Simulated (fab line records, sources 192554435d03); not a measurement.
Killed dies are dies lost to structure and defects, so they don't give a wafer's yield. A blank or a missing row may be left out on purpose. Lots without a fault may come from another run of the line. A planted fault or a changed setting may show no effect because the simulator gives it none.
Chamber matching | flow n5_finfet | N5_BEOL_M7_ALD_77 on ald_metal-03: 4 sister chambers
The step deposits TaN, target thk 2 nm, pulse time 2 s, purge time 3 s. 4 wafers are shown with their chamber, then 11 later ones without.

WAFERS WITH THEIR CHAMBER
wafer  | chamber | heater_power_w (W)
L084.5 | 0       | 426
L089.5 | 3       | 375
L089.6 | 2       | 400
L090.1 | 1       | 406

WAFERS WITHOUT THEIR CHAMBER
wafer  | heater_power_w (W)
L090.3 | 409
L090.4 | 364
L093.1 | 387
L093.3 | 392
L093.4 | 422
L091.2 | 387
L091.5 | 420
L091.6 | 391
L092.1 | 422
L092.2 | 411
L092.4 | 373

WHICH CHAMBER EACH WENT THROUGH
wafer  | from the rows above          | in truth
L090.3 | can't be placed: 1 or 2 or 0 | 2
L090.4 | 3                            | 3
L093.1 | can't be placed: 3 or 2 or 1 | 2
L093.3 | can't be placed: 2 or 1 or 3 | 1
L093.4 | can't be placed: 0 or 1      | 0
L091.2 | can't be placed: 3 or 2 or 1 | 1
L091.5 | can't be placed: 0 or 1 or 2 | 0
L091.6 | can't be placed: 2 or 1 or 3 | 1
L092.1 | can't be placed: 0 or 1      | 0
L092.2 | can't be placed: 1 or 2 or 0 | 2
L092.4 | 3                            | 3
Placed correctly: 2 of 11. Can't be placed from these rows: 9 (the true chamber is among the candidates in 9). Placed wrongly: 0.
How it was worked out, from the rows above alone: a wafer's distance from a chamber is the root of the sum, over the readings, of the square of ((its reading less the chamber's mean) divided by the reading's scatter). The wafer belongs to the nearest chamber; if the next one is less than 2 further off, it can't be placed. A chamber's mean is the mean of its shown wafers. The scatter: with one shown wafer a chamber, the root of the mean of the squares of how far each hidden wafer lies from its nearest shown one.
